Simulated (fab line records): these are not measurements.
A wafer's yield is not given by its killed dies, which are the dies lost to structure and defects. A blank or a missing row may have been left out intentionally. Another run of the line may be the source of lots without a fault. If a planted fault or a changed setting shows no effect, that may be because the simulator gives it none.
Split-lot study ; flow n5 finfet ; on a route of 1938 steps: 7 lots, 21 wafers read

THE SPLIT
At N5_BEOL_M2_TRENCH_ETCH_37 (etches SiOC in C4F6/O2, target depth 55.555 nm, time 29.2 s), the setting bias w was moved away from the recipe's 185 W on 6 of the 21 wafers read, by -16.4% to +16.9%. The other wafers ran this setting at the recipe's value.

The split's own step is where the reading is taken.

THE READING
rf vpp V, in V, at N5_BEOL_M2_TRENCH_ETCH_37 (etches SiOC in C4F6/O2, target depth 55.555 nm, time 29.2 s). On this fab line, fault-free wafers typically give 661 V with a standard deviation of 10 V.

wafer;tool, chamber at the split;bias w as run, W;against the recipe;rf vpp V, V;against lot-mates on the recipe
L075.1;rie diel-05, 1;206.8;+11.8%;723;+58
L075.3;rie diel-05, 2;206.8;+11.8%;725;+60
L075.4;rie diel-05, 2;185;recipe;665;-
L083.1;rie diel-01, 0;185;recipe;662;-
L083.2;rie diel-01, 1;185;recipe;669;-
L083.6;rie diel-01, 1;203.6;+10.1%;721;+56
L084.3;rie diel-05, 3;185;recipe;646;-
L084.4;rie diel-05, 0;185;recipe;677;-
L084.6;rie diel-05, 2;185;recipe;663;-
L089.1;rie diel-01, 0;185;recipe;662;-
L089.2;rie diel-01, 2;185;recipe;670;-
L089.4;rie diel-01, 3;216.2;+16.9%;734;+68
L091.4;rie diel-01, 0;162.1;-12.4%;597;-59
L091.5;rie diel-01, 0;185;recipe;664;-
L091.6;rie diel-01, 3;185;recipe;648;-
L095.3;rie diel-01, 3;154.7;-16.4%;563;-96
L095.4;rie diel-01, 2;185;recipe;668;-
L095.5;rie diel-01, 3;185;recipe;650;-
L097.2;rie diel-01, 1;185;recipe;669;-
L097.4;rie diel-01, 2;185;recipe;667;-
L097.5;rie diel-01, 3;185;recipe;648;-

FIT RESULTS
A straight line over all 21 wafers: rf vpp V changes by +5.27 V for each +1% of bias w; r = +0.97; the points scatter about the line by 9.5 V.
The same after taking each lot's own level away (the mean of its wafers on the recipe; 21 wafers): +5 V for each +1%; r = +0.97; scatter 9.1 V.
The reading moves by 84 V for the largest change in bias w, on that fit.
Measured against the standard deviation above, the lots' own levels, which go from 656.0 to 666.0 V, span 1.0 times it.
Hence the lot-to-lot level has little effect on the slope; both slopes agree.
Check: for one of the wafers moved furthest among these (+16.9%), held out of the fit, the line's prediction against its lot-mates is +89.3 V. Against them it came out at +68 V.
Tool readings at the split's step, against how far the setting was moved: rf vpp V r = +0.97.

FURTHER SPLITS ON THESE WAFERS
These wafers also went through other splits before the reading. Each is held against what the fit with the lots' levels taken away leaves over:
other split on the same wafers;wafers away from the commonest value;r with rf vpp V (lot level and that fit taken away)
N5_MOL_CONTACT_COAG_EXPOSE_05 dose mj;4;+0.16
N5_MOL_CONTACT_COAG_ETCH_106 source w;8;-0.17
N5_MOL_CONTACT_COAG_PECVD_31 temp c;6;-0.34
N5_BEOL_M0_SAQP_PECVD_04 time s;3;-0.15
N5_BEOL_M0_SAQP_ETCH_106 target depth a;7;+0.05
N5_BEOL_M1_ETCH_64 bias w;7;+0.16
N5_BEOL_M2_ALD_98 ald cycles;7;-0.23

FILE'S OWN FIT
rf vpp V changes by +4.98 V for each +1% of bias w, r = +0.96.
